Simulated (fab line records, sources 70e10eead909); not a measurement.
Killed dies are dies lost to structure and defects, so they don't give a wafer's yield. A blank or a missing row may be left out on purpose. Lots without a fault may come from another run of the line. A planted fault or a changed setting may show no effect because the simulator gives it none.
Chamber matching | flow nand_harc | NHARC_A_CONTACT_DEP_58 on pecvd-03: 3 sister chambers
The step deposits SiON, target thk 90 nm. 6 wafers are shown with their chamber, then 7 later ones without.

WAFERS WITH THEIR CHAMBER
wafer  | chamber | heater_power_w (W)
L087.5 | 2       | 963
L089.2 | 1       | 689
L089.4 | 1       | 710
L089.5 | 0       | 838
L091.3 | 2       | 892
L091.4 | 0       | 790

WAFERS WITHOUT THEIR CHAMBER
wafer  | heater_power_w (W)
L091.6 | 747
L092.2 | 833
L092.4 | 756
L092.6 | 837
L094.2 | 762
L094.4 | 840
L094.6 | 895

WHICH CHAMBER EACH WENT THROUGH
wafer  | from the rows above     | in truth
L091.6 | can't be placed: 1 or 0 | 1
L092.2 | 0                       | 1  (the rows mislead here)
L092.4 | can't be placed: 1 or 0 | 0
L092.6 | can't be placed: 0 or 2 | 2
L094.2 | can't be placed: 0 or 1 | 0
L094.4 | can't be placed: 0 or 2 | 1
L094.6 | can't be placed: 2 or 0 | 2
Placed correctly: 0 of 7. Can't be placed from these rows: 6 (the true chamber is among the candidates in 5). Placed wrongly: 1.
How it was worked out, from the rows above alone: a wafer's distance from a chamber is the root of the sum, over the readings, of the square of ((its reading less the chamber's mean) divided by the reading's scatter). The wafer belongs to the nearest chamber; if the next one is less than 2 further off, it can't be placed. A chamber's mean is the mean of its shown wafers. The scatter: the root of (the sum of the squares of (reading less its chamber's mean) over the shown wafers, divided by (wafers less chambers)).
